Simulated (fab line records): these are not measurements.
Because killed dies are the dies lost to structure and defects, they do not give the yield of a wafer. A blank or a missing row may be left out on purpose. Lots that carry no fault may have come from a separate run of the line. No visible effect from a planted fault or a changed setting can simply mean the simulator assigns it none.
fab line records + flow nand_harc
record:
- lots: 14
- wafers: 42
- last_day: 24
route steps=1159 shown A_SLIT@781
lots with no fault: from the same line, run without faults
start_h: the number of hours between the record's first day and the start of the first shown wafer of the lot + wait_h: hours elapsed since this lot's preceding step + " repeats the value in the row above + L1.1+2: a single row standing in for several wafers + - either no value or no given start + * or withheld: withheld + < > ~ a bound
route shown NAME@n: names a module that has steps shown in the file, with the first one's number in the route + usual: mean/standard deviation taken from wafers without a fault + same: alike in all rows + chamber/n: place in a boat + sites: per-site readings + _std_site: standard deviation of those values + _edge_site: the outer-site mean with the inner-site mean subtracted + radius_mm: for every site, how far away it sits from the centre of the wafer + mask NAME#n: copy n + behind: the tool/chamber that last shaped the wafer + hold: reason for holding the lot/hours on hold/outcome of the hold + device: the transistor (n, p or np) that didn't switch + end of line: the tests these same wafers got at the end of their route + for a step that has no rows: nothing shown but its recipe + killed: not the wafer's yield, but the dies lost to structure and defects at the first sort + map: dies across one wafer; x = killed, . = not, _ = none there
set.NAME: the run value of the setting; set.NAME@STEP: its run value at that earlier step + model.NAME: the simulator's own value behind a step, which no gauge read
steps of the route over a sample of lots; a table a step, a row a wafer
services: a tool's chamber out of use, with start hour (start_h, from the record's first day; less than 0 if before it), hours out, and reason
== steps ==
step: NHARC_A_SLIT_DEP_23
recipe:
- target_thk_a: 1000
- target_thk_nm: 100
- temp_c: 400
- pressure_torr: 3.5
- flow_sccm: 200
- rf_w: 350
- material: SiON
usual:
- heater_power_w: 768/59
| lot.wafer | tool     | chamber | start_h | wait_h | heater_power_w |
|-----------|----------|---------|---------|--------|----------------|
| L288.2    | pecvd-02 | 0       | 314.69  | 1.3    | 727            |
| L288.5    | "        | 0       | "       | "      | 702            |
| L288.4    | "        | 1       | "       | "      | 685            |
| L289.3    | pecvd-01 | 1       | 329.52  | 1.0    | 751            |
| L289.6    | "        | 1       | "       | "      | 741            |
| L289.4    | "        | 0       | "       | "      | 779            |
| L290.2    | pecvd-01 | 1       | 342.71  | 1.4    | 739            |
| L290.5    | "        | 2       | "       | "      | 860            |
| L290.4    | "        | 0       | "       | "      | 799            |
| L291.1    | pecvd-01 | 2       | 342.85  | 1.6    | 825            |
| L291.2    | "        | 0       | "       | "      | 795            |
| L291.4    | "        | 1       | "       | "      | 732            |
| L292.3    | pecvd-03 | 2       | 344.65  | 1.1    | 763            |
| L292.4    | "        | 1       | "       | "      | 705            |
| L292.5    | "        | 2       | "       | "      | 785            |
| L295.3    | pecvd-02 | 2       | 360.10  | 1.0    | 809            |
| L295.2    | "        | 0       | "       | "      | 750            |
| L295.6    | "        | 0       | "       | "      | 778            |
| L294.3    | pecvd-03 | 2       | 361.12  | 1.0    | 669            |
| L294.4    | "        | 1       | "       | "      | 736            |
| L294.5    | "        | 2       | "       | "      | 683            |
| L296.3    | pecvd-02 | 2       | 379.04  | 1.0    | 844            |
| L296.4    | "        | 2       | "       | "      | 831            |
| L296.6    | "        | 1       | "       | "      | 712            |
| L297.1    | pecvd-01 | 2       | 380.30  | 1.6    | 845            |
| L297.3    | "        | 0       | "       | "      | 799            |
| L297.5    | "        | 2       | "       | "      | 824            |
| L303.2    | pecvd-02 | 1       | 410.57  | 1.3    | 773            |
| L303.1    | "        | 0       | "       | "      | 691            |
| L303.4    | "        | 2       | "       | "      | 827            |
| L306.1    | pecvd-02 | 1       | 432.71  | 1.7    | 816            |
| L306.3    | "        | 2       | "       | "      | 766            |
| L306.5    | "        | 0       | "       | "      | 750            |
| L308.1    | pecvd-02 | 0       | 432.85  | 1.7    | 726            |
| L308.6    | "        | 0       | "       | "      | 735            |
| L308.5    | "        | 2       | "       | "      | 782            |
| L307.2    | pecvd-01 | 2       | 434.64  | 1.3    | 796            |
| L307.1    | "        | 0       | "       | "      | 827            |
| L307.6    | "        | 1       | "       | "      | 710            |
| L311.1    | pecvd-03 | 2       | 448.76  | 1.7    | 640            |
| L311.2    | "        | 0       | "       | "      | 745            |
| L311.4    | "        | 1       | "       | "      | 833            |
step: NHARC_A_SLIT_DESCUM_14
recipe:
- time_s: 3
- o2_flow_sccm: 200
- ar_flow_sccm: 0
- bias_power_w: 0
- chemistry: O2
usual:
- drypump_motor_current_A: 6.0/0.48
- oes_product_au: 1.003/0.0069
- rf_vpp_V: 57.7/0.86
- showerhead_plenum_p_Torr: 1.90/0.068
- throttle_valve_pct: 11.312/0.0091
| lot.wafer | tool        | chamber | start_h | wait_h | drypump_motor_current_A | oes_product_au | rf_hours_counter_h | rf_vpp_V | showerhead_plenum_p_Torr | throttle_valve_pct |
|-----------|-------------|---------|---------|--------|-------------------------|----------------|--------------------|----------|--------------------------|--------------------|
| L288.2    | rie_diel-13 | 1       | 315.56  | 0.1    | 6.3                     | 1.015          | 1                  | 56.7     | 1.87                     | 11.315             |
| L288.4    | "           | 3       | "       | "      | 5.6                     | 1.011          | 2                  | 57.8     | 1.87                     | 11.311             |
| L288.5    | "           | 2       | "       | "      | 5.7                     | 1.015          | -                  | 57.5     | 2.01                     | 11.304             |
| L289.3    | rie_diel-13 | 1       | 330.39  | 0.1    | 6.2                     | 1.016          | 3                  | 59.1     | 1.86                     | 11.329             |
| L289.6    | "           | 1       | "       | "      | 6.3                     | 1.018          | -                  | 57.4     | 1.87                     | 11.320             |
| L289.4    | "           | 3       | "       | "      | 5.6                     | 1.011          | -                  | 56.6     | 1.87                     | 11.309             |
| L290.4    | rie_diel-01 | 1       | 343.54  | 0.1    | 5.9                     | 1.003          | 2                  | 58.4     | 1.87                     | 11.325             |
| L290.2    | "           | 3       | "       | "      | 5.2                     | 1.006          | 2                  | 57.7     | 1.93                     | 11.323             |
| L290.5    | "           | 1       | "       | "      | 6.0                     | 1.002          | -                  | 58.3     | 1.87                     | 11.324             |
| L291.2    | rie_diel-13 | 0       | 343.72  | 0.1    | 6.3                     | 1.003          | 4                  | 57.3     | 1.81                     | 11.315             |
| L291.1    | "           | 2       | "       | "      | 5.8                     | 1.011          | 4                  | 57.7     | 2.01                     | 11.308             |
| L291.4    | "           | 3       | "       | "      | 5.6                     | 0.994          | 4                  | 58.3     | 1.87                     | 11.332             |
| L292.3    | rie_diel-02 | 2       | 345.49  | 0.1    | 5.9                     | 1.001          | 1                  | 57.9     | 1.96                     | 11.324             |
| L292.4    | "           | 1       | "       | "      | 5.5                     | 1.012          | 1                  | 56.3     | 1.91                     | 11.309             |
| L292.5    | "           | 2       | "       | "      | 5.9                     | 1.019          | -                  | 57.6     | 1.96                     | 11.306             |
| L295.2    | rie_diel-01 | 1       | 360.84  | 0.1    | 6.0                     | 1.004          | 3                  | 58.0     | 1.87                     | 11.314             |
| L295.3    | "           | 2       | "       | "      | 6.7                     | 1.006          | 3                  | 56.7     | 1.90                     | 11.313             |
| L295.6    | "           | 1       | "       | "      | 6.0                     | 0.990          | -                  | 57.5     | 1.87                     | 11.330             |
| L294.3    | rie_diel-13 | 0       | 361.97  | 0.1    | 6.3                     | 1.009          | 5                  | 57.3     | 1.81                     | 11.300             |
| L294.4    | "           | 2       | "       | "      | 5.8                     | 1.022          | 6                  | 59.0     | 2.01                     | 11.301             |
| L294.5    | "           | 3       | "       | "      | 5.6                     | 1.017          | -                  | 56.1     | 1.87                     | 11.310             |
| L296.4    | rie_diel-02 | 3       | 379.92  | 0.1    | 5.3                     | 1.007          | 4                  | 57.4     | 1.80                     | 11.313             |
| L296.3    | "           | 0       | "       | "      | 5.8                     | 1.003          | 4                  | 58.0     | 1.90                     | 11.314             |
| L296.6    | "           | 2       | "       | "      | 5.9                     | 1.008          | -                  | 59.7     | 1.96                     | 11.302             |
| L297.1    | rie_diel-01 | 1       | 381.06  | 0.1    | 6.0                     | 0.997          | 4                  | 58.6     | 1.87                     | 11.334             |
| L297.3    | "           | 2       | "       | "      | 6.7                     | 1.001          | 4                  | 57.2     | 1.90                     | 11.318             |
| L297.5    | "           | 1       | "       | "      | 6.0                     | 1.001          | -                  | 57.6     | 1.87                     | 11.314             |
| L303.4    | rie_diel-01 | 0       | 411.44  | 0.1    | 6.7                     | 1.010          | 8                  | 59.3     | 2.03                     | 11.323             |
| L303.2    | "           | 1       | "       | "      | 6.0                     | 1.008          | 7                  | 57.4     | 1.87                     | 11.296             |
| L303.1    | "           | 2       | "       | "      | 6.7                     | 1.006          | 8                  | 58.1     | 1.90                     | 11.320             |
| L306.1    | rie_diel-01 | 0       | 433.61  | 0.1    | 6.7                     | 0.993          | 10                 | 57.6     | 2.03                     | 11.305             |
| L306.3    | "           | 1       | "       | "      | 6.0                     | 1.006          | 9                  | 58.2     | 1.87                     | 11.313             |
| L306.5    | "           | 3       | "       | "      | 5.2                     | 1.000          | -                  | 56.5     | 1.92                     | 11.303             |
| L308.1    | rie_diel-13 | 0       | 433.77  | 0.1    | 6.3                     | 0.997          | 10                 | 58.0     | 1.81                     | 11.314             |
| L308.6    | "           | 1       | "       | "      | 6.3                     | 1.002          | -                  | 58.0     | 1.86                     | 11.299             |
| L308.5    | "           | 2       | "       | "      | 5.8                     | 1.000          | -                  | 58.6     | 2.01                     | 11.313             |
| L307.1    | rie_diel-02 | 2       | 435.38  | 0.1    | 5.8                     | 1.002          | 9                  | 57.9     | 1.96                     | 11.309             |
| L307.2    | "           | 3       | "       | "      | 5.2                     | 1.004          | 9                  | 56.1     | 1.80                     | 11.319             |
| L307.6    | "           | 3       | "       | "      | 5.2                     | 1.002          | -                  | 57.0     | 1.80                     | 11.306             |
| L311.2    | rie_diel-02 | 2       | 449.63  | 0.1    | 5.9                     | 1.006          | 10                 | 59.2     | 1.96                     | 11.320             |
| L311.1    | "           | 3       | "       | "      | 5.2                     | 1.000          | 10                 | 56.6     | 1.80                     | 11.308             |
| L311.4    | "           | 1       | "       | "      | 5.5                     | 1.000          | 10                 | 57.9     | 1.91                     | 11.319             |
step: NHARC_A_SLIT_ETCH_15
recipe:
- target_depth_a: 32000
- over_etch_frac: 0.3
- time_s: 832
- ion_energy_ev: 150
- o2_flow_sccm: 400
- cos_flow_sccm: 20
- ar_flow_sccm: 0
- rf_w: 500
- bias_w: 300
- chemistry: O2/COS
usual:
- drypump_motor_current_A: 5.9/0.49
- oes_product_au: 1.003/0.0064
- rf_vpp_V: 314.0/1.8
- run_length_s: 853.0/0.44
- showerhead_plenum_p_Torr: 3.11/0.11
- throttle_valve_pct: 28.331/0.0094
| lot.wafer | tool        | chamber | start_h | wait_h | drypump_motor_current_A | oes_product_au | rf_hours_counter_h | rf_vpp_V | run_length_s | showerhead_plenum_p_Torr | throttle_valve_pct |
|-----------|-------------|---------|---------|--------|-------------------------|----------------|--------------------|----------|--------------|--------------------------|--------------------|
| L288.4    | rie_diel-13 | 2       | 315.79  | -      | 5.8                     | 1.000          | 2                  | 315.0    | 853.2        | 3.27                     | 28.324             |
| L288.2    | "           | 3       | "       | "      | 5.6                     | 1.001          | 2                  | 313.1    | 853.5        | 3.06                     | 28.331             |
| L288.5    | "           | 2       | "       | "      | 5.8                     | 1.022          | -                  | 317.1    | 853.7        | 3.28                     | 28.339             |
| L289.3    | rie_diel-13 | 1       | 330.81  | -      | 6.2                     | 1.009          | 3                  | 312.2    | 853.0        | 3.05                     | 28.332             |
| L289.4    | "           | 3       | "       | "      | 5.6                     | 1.000          | -                  | 314.3    | 853.7        | 3.06                     | 28.330             |
| L289.6    | "           | 1       | "       | "      | 6.3                     | 1.014          | -                  | 312.7    | 852.5        | 3.05                     | 28.323             |
| L290.2    | rie_diel-01 | 0       | 343.77  | -      | 6.7                     | 0.993          | 2                  | 316.4    | 853.0        | 3.31                     | 28.327             |
| L290.4    | "           | 2       | "       | "      | 6.8                     | 1.008          | 2                  | 315.2    | 852.5        | 3.10                     | 28.324             |
| L290.5    | "           | 0       | "       | "      | 6.7                     | 1.000          | -                  | 316.2    | 853.3        | 3.31                     | 28.349             |
| L291.1    | rie_diel-13 | 2       | 343.90  | -      | 5.7                     | 1.014          | 4                  | 316.0    | 853.3        | 3.27                     | 28.320             |
| L291.2    | "           | 3       | "       | "      | 5.7                     | 1.006          | 4                  | 312.9    | 853.3        | 3.06                     | 28.338             |
| L291.4    | "           | 1       | "       | "      | 6.3                     | 1.003          | 4                  | 313.2    | 852.3        | 3.05                     | 28.332             |
| L292.4    | rie_diel-02 | 0       | 345.72  | -      | 5.8                     | 0.993          | 1                  | 314.6    | 852.5        | 3.11                     | 28.320             |
| L292.3    | "           | 1       | "       | "      | 5.5                     | 1.002          | 1                  | 314.9    | 852.4        | 3.12                     | 28.336             |
| L292.5    | "           | 0       | "       | "      | 5.8                     | 1.005          | -                  | 313.7    | 852.2        | 3.11                     | 28.322             |
| L295.2    | rie_diel-01 | 3       | 361.06  | -      | 5.2                     | 1.015          | 4                  | 313.7    | 852.6        | 3.14                     | 28.315             |
| L295.3    | "           | 1       | "       | "      | 6.0                     | 1.007          | 3                  | 313.8    | 853.0        | 3.06                     | 28.326             |
| L295.6    | "           | 3       | "       | "      | 5.2                     | 1.003          | -                  | 315.3    | 852.8        | 3.14                     | 28.329             |
| L294.4    | rie_diel-13 | 3       | 362.13  | -      | 5.6                     | 1.001          | 7                  | 313.6    | 853.4        | 3.06                     | 28.332             |
| L294.3    | "           | 2       | "       | "      | 5.8                     | 0.999          | 6                  | 317.0    | 853.8        | 3.27                     | 28.331             |
| L294.5    | "           | 0       | "       | "      | 6.4                     | 1.004          | -                  | 310.9    | 853.1        | 2.97                     | 28.325             |
| L296.4    | rie_diel-02 | 3       | 380.08  | -      | 5.2                     | 0.997          | 4                  | 311.1    | 853.6        | 2.95                     | 28.339             |
| L296.3    | "           | 0       | "       | "      | 5.8                     | 1.001          | 4                  | 313.0    | 852.1        | 3.11                     | 28.332             |
| L296.6    | "           | 3       | "       | "      | 5.2                     | 1.002          | -                  | 310.9    | 853.5        | 2.95                     | 28.338             |
| L297.3    | rie_diel-01 | 2       | 381.25  | -      | 6.7                     | 1.002          | 5                  | 314.2    | 852.7        | 3.10                     | 28.323             |
| L297.1    | "           | 0       | "       | "      | 6.7                     | 1.008          | 5                  | 317.7    | 852.8        | 3.31                     | 28.329             |
| L297.5    | "           | 0       | "       | "      | 6.7                     | 0.992          | -                  | 316.3    | 853.4        | 3.30                     | 28.332             |
| L303.1    | rie_diel-01 | 0       | 411.61  | -      | 6.7                     | 1.001          | 8                  | 315.7    | 675.3        | 3.30                     | 28.333             |
| L303.2    | "           | 1       | "       | "      | 6.0                     | 1.004          | 7                  | 314.3    | 675.4        | 3.06                     | 28.351             |
| L303.4    | "           | 2       | "       | "      | 6.7                     | 1.014          | 8                  | 312.2    | 674.8        | 3.10                     | 28.341             |
| L308.1    | rie_diel-13 | 3       | 434.03  | -      | 5.6                     | 1.000          | 11                 | 314.3    | 853.4        | 3.06                     | 28.317             |
| L308.5    | "           | 1       | "       | "      | 6.3                     | 0.999          | -                  | 312.9    | 852.5        | 3.04                     | 28.321             |
| L308.6    | "           | 2       | "       | "      | 5.7                     | 0.994          | -                  | 318.9    | 853.7        | 3.27                     | 28.314             |
| L306.1    | rie_diel-01 | 2       | 434.07  | -      | 6.7                     | 1.003          | 10                 | 311.3    | 674.7        | 3.10                     | 28.335             |
| L306.3    | "           | 3       | "       | "      | 5.3                     | 1.008          | 9                  | 314.8    | 675.4        | 3.14                     | 28.336             |
| L306.5    | "           | 2       | "       | "      | 6.7                     | 1.001          | -                  | 313.1    | 675.3        | 3.10                     | 28.340             |
| L307.1    | rie_diel-02 | 1       | 435.55  | -      | 5.5                     | 1.012          | 9                  | 313.1    | 853.1        | 3.12                     | 28.322             |
| L307.2    | "           | 3       | "       | "      | 5.2                     | 1.005          | 9                  | 310.2    | 853.9        | 2.94                     | 28.335             |
| L307.6    | "           | 1       | "       | "      | 5.5                     | 0.996          | -                  | 314.8    | 852.4        | 3.12                     | 28.325             |
| L311.4    | rie_diel-02 | 2       | 449.81  | -      | 5.9                     | 1.004          | 10                 | 314.7    | 852.4        | 3.20                     | 28.337             |
| L311.2    | "           | 0       | "       | "      | 5.8                     | 1.010          | 10                 | 312.2    | 852.7        | 3.10                     | 28.342             |
| L311.1    | "           | 1       | "       | "      | 5.5                     | 1.012          | 11                 | 313.5    | 852.9        | 3.12                     | 28.327             |
step: NHARC_A_SLIT_ETCH_29
recipe:
- target_depth_a: 1000
- overetch_a: 100
- time_s: 55
- ion_energy_ev: 100
- cf4_flow_sccm: 80
- o2_flow_sccm: 20
- ar_flow_sccm: 0
- rf_w: 300
- bias_w: 100
- chemistry: CF4/O2
usual:
- drypump_motor_current_A: 5.9/0.45
- oes_product_au: 1.002/0.0073
- rf_vpp_V: 197.6/1.1
- run_length_s: 76.0/0.44
- showerhead_plenum_p_Torr: 1.33/0.047
- throttle_valve_pct: 13.397/0.008
| lot.wafer | tool        | chamber | start_h | wait_h | drypump_motor_current_A | oes_product_au | rf_hours_counter_h | rf_vpp_V | run_length_s | showerhead_plenum_p_Torr | throttle_valve_pct |
|-----------|-------------|---------|---------|--------|-------------------------|----------------|--------------------|----------|--------------|--------------------------|--------------------|
| L288.2    | rie_diel-13 | 0       | 319.95  | 0.1    | 6.4                     | 0.984          | 2                  | 197.2    | 75.9         | 1.27                     | 13.386             |
| L288.4    | "           | 1       | "       | "      | 6.2                     | 0.998          | 2                  | 198.2    | 75.8         | 1.30                     | 13.397             |
| L288.5    | "           | 3       | "       | "      | 5.6                     | 0.992          | -                  | 197.7    | 76.5         | 1.31                     | 13.407             |
| L289.3    | rie_diel-13 | 0       | 333.48  | 0.1    | 6.3                     | 0.996          | 3                  | 197.5    | 75.8         | 1.27                     | 13.394             |
| L289.4    | "           | 1       | "       | "      | 6.3                     | 1.003          | 3                  | 197.7    | 75.5         | 1.30                     | 13.382             |
| L289.6    | "           | 0       | "       | "      | 6.3                     | 0.994          | -                  | 195.3    | 75.8         | 1.27                     | 13.394             |
| L290.4    | rie_diel-02 | 1       | 348.72  | 0.1    | 5.5                     | 1.008          | 1                  | 198.1    | 75.5         | 1.33                     | 13.416             |
| L290.2    | "           | 0       | "       | "      | 5.8                     | 1.007          | 1                  | 197.1    | 75.6         | 1.33                     | 13.406             |
| L290.5    | "           | 1       | "       | "      | 5.5                     | 1.011          | -                  | 195.6    | 75.5         | 1.33                     | 13.400             |
| L291.1    | rie_diel-01 | 2       | 349.08  | 0.1    | 6.7                     | 0.994          | 2                  | 197.1    | 75.7         | 1.33                     | 13.394             |
| L291.2    | "           | 3       | "       | "      | 5.2                     | 0.996          | 2                  | 199.9    | 75.8         | 1.34                     | 13.413             |
| L291.4    | "           | 0       | "       | "      | 6.7                     | 0.994          | 2                  | 198.8    | 76.0         | 1.42                     | 13.397             |
| L292.3    | rie_diel-01 | 1       | 350.40  | 0.1    | 6.0                     | 1.000          | 2                  | 196.7    | 76.1         | 1.31                     | 13.394             |
| L292.4    | "           | 2       | "       | "      | 6.8                     | 1.006          | 2                  | 197.5    | 75.4         | 1.33                     | 13.392             |
| L292.5    | "           | 0       | "       | "      | 6.7                     | 0.994          | -                  | 199.4    | 76.0         | 1.42                     | 13.397             |
| L295.2    | rie_diel-13 | 3       | 363.73  | 0.1    | 5.6                     | 1.014          | 7                  | 198.2    | 77.0         | 1.31                     | 13.396             |
| L295.3    | "           | 0       | "       | "      | 6.4                     | 0.996          | 6                  | 197.0    | 76.1         | 1.27                     | 13.401             |
| L295.6    | "           | 0       | "       | "      | 6.3                     | 0.988          | -                  | 196.8    | 75.8         | 1.27                     | 13.406             |
| L294.3    | rie_diel-13 | 3       | 364.82  | 0.1    | 5.6                     | 0.996          | 7                  | 195.9    | 77.1         | 1.31                     | 13.410             |
| L294.4    | "           | 1       | "       | "      | 6.2                     | 1.003          | 6                  | 196.7    | 75.5         | 1.30                     | 13.390             |
| L294.5    | "           | 2       | "       | "      | 5.7                     | 1.016          | -                  | 198.1    | 76.3         | 1.40                     | 13.397             |
| L296.4    | rie_diel-02 | 3       | 385.09  | 0.1    | 5.2                     | 1.003          | 4                  | 195.8    | 76.5         | 1.26                     | 13.403             |
| L296.3    | "           | 1       | "       | "      | 5.5                     | 0.996          | 5                  | 198.3    | 75.4         | 1.33                     | 13.389             |
| L296.6    | "           | 2       | "       | "      | 5.8                     | 1.012          | -                  | 199.0    | 75.4         | 1.37                     | 13.400             |
| L297.3    | rie_diel-13 | 0       | 385.87  | 0.1    | 6.3                     | 1.005          | 7                  | 196.4    | 75.6         | 1.27                     | 13.419             |
| L297.1    | "           | 1       | "       | "      | 6.2                     | 1.008          | 7                  | 195.5    | 75.6         | 1.30                     | 13.391             |
| L297.5    | "           | 2       | "       | "      | 5.8                     | 1.002          | -                  | 198.3    | 76.5         | 1.40                     | 13.398             |
| L303.4    | rie_diel-01 | 1       | 414.33  | 0.1    | 6.0                     | 0.998          | 7                  | 197.9    | 76.2         | 1.31                     | 13.403             |
| L303.2    | "           | 2       | "       | "      | 6.7                     | 1.009          | 8                  | 197.6    | 75.6         | 1.33                     | 13.395             |
| L303.1    | "           | 0       | "       | "      | 6.7                     | 0.992          | 8                  | 200.0    | 75.7         | 1.41                     | 13.393             |
| L308.1    | rie_diel-02 | 3       | 436.62  | 0.1    | 5.2                     | 1.012          | 9                  | 196.9    | 76.5         | 1.26                     | 13.412             |
| L308.5    | "           | 1       | "       | "      | 5.5                     | 1.001          | -                  | 198.8    | 75.6         | 1.33                     | 13.401             |
| L308.6    | "           | 2       | "       | "      | 5.9                     | 1.015          | -                  | 197.2    | 75.4         | 1.37                     | 13.391             |
| L306.1    | rie_diel-13 | 3       | 438.27  | 0.1    | 5.6                     | 1.002          | 12                 | 198.6    | 76.9         | 1.31                     | 13.410             |
| L306.3    | "           | 1       | "       | "      | 6.2                     | 1.005          | 11                 | 198.8    | 75.9         | 1.30                     | 13.401             |
| L306.5    | "           | 3       | "       | "      | 5.6                     | 0.994          | -                  | 196.8    | 76.4         | 1.31                     | 13.384             |
| L307.2    | rie_diel-02 | 0       | 438.29  | 0.1    | 5.8                     | 1.016          | 9                  | 198.1    | 75.6         | 1.33                     | 13.392             |
| L307.1    | "           | 2       | "       | "      | 5.8                     | 1.004          | 9                  | 198.8    | 75.5         | 1.37                     | 13.405             |
| L307.6    | "           | 0       | "       | "      | 5.8                     | 1.000          | -                  | 197.8    | 75.3         | 1.33                     | 13.402             |
| L311.1    | rie_diel-13 | 3       | 452.52  | 0.1    | 5.6                     | 0.991          | 12                 | 197.6    | 76.5         | 1.30                     | 13.405             |
| L311.4    | "           | 0       | "       | "      | 6.4                     | 0.990          | 11                 | 196.2    | 76.3         | 1.26                     | 13.401             |
| L311.2    | "           | 1       | "       | "      | 6.2                     | 0.998          | 11                 | 197.0    | 75.9         | 1.30                     | 13.382             |
== services ==
| tool        | chamber | start_h | hours | kind   |
|-------------|---------|---------|-------|--------|
| pecvd-03    | -       | 292.01  | 13.0  | pm     |
| rie_diel-13 | 0       | 297.33  | 7.8   | repair |
| rie_diel-13 | -       | 306.03  | 0.9   | repair |
| rie_diel-13 | 0       | 309.50  | -     | clean  |
| rie_diel-13 | 1       | 309.50  | -     | clean  |
| rie_diel-13 | 2       | 309.50  | -     | clean  |
| rie_diel-13 | 3       | 309.50  | -     | clean  |
| rie_diel-01 | -       | 314.80  | 9.0   | pm     |
| rie_diel-02 | 0       | 320.35  | 6.2   | repair |
| rie_diel-13 | 2       | 324.88  | 8.3   | repair |
| rie_diel-02 | -       | 327.70  | 9.0   | pm     |
| rie_diel-13 | 0       | 334.01  | -     | clean  |
| rie_diel-13 | 1       | 334.01  | -     | clean  |
| rie_diel-13 | 2       | 334.01  | -     | clean  |
| rie_diel-13 | 3       | 334.01  | -     | clean  |
| pecvd-02    | -       | 334.07  | 13.0  | pm     |
| pecvd-03    | -       | 357.30  | 1.9   | repair |
| rie_diel-13 | 0       | 358.51  | -     | clean  |
| rie_diel-13 | 1       | 358.51  | -     | clean  |
| rie_diel-13 | 2       | 358.51  | -     | clean  |
| rie_diel-01 | 3       | 379.77  | 5.5   | repair |
| rie_diel-02 | 2       | 400.41  | 8.7   | repair |
| rie_diel-02 | -       | 403.02  | 0.4   | repair |
| pecvd-01    | -       | 418.00  | 13.0  | pm     |
== key ==
first_sign:
- step: NHARC_A_SLIT_ETCH_15
- reading: run_length_s
- direction: down
- sigmas: 99+
- usual: *
- struck: *
effect none on later readings
met_at NHARC_A_SLIT_ETCH_15
struck_lots L303,L306
sort_left_out L303.1,L303.2,L303.4,L306.1,L306.3,L306.5
tester_left_out L303,L306
not_acting_at NHARC_A_SLIT_DEP_23,NHARC_A_SLIT_DESCUM_14,NHARC_A_SLIT_ETCH_29
onset_between 381.25 411.61
fault:
- kind: process_parameter_drift
- tool: rie_diel-01
- chamber: -
- onset_h: 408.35
- steps: NHARC_A_SLIT_ETCH_15
- channel: time_s
- offset: *
- shape: step
- end_h: 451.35
- acts_in: *
- stated: *
tester_left_out: of these lots the tester's yield and bins aren't shown, on N5 and GAA mostly nor the transistor test; their killed dies are dies lost to structure and defects alone, not to doping, threshold or leakage, so they don't give the yield
sort_left_out: the simulated sort isn't trusted on such a fault, so these wafers' sort isn't shown, and their yield isn't known
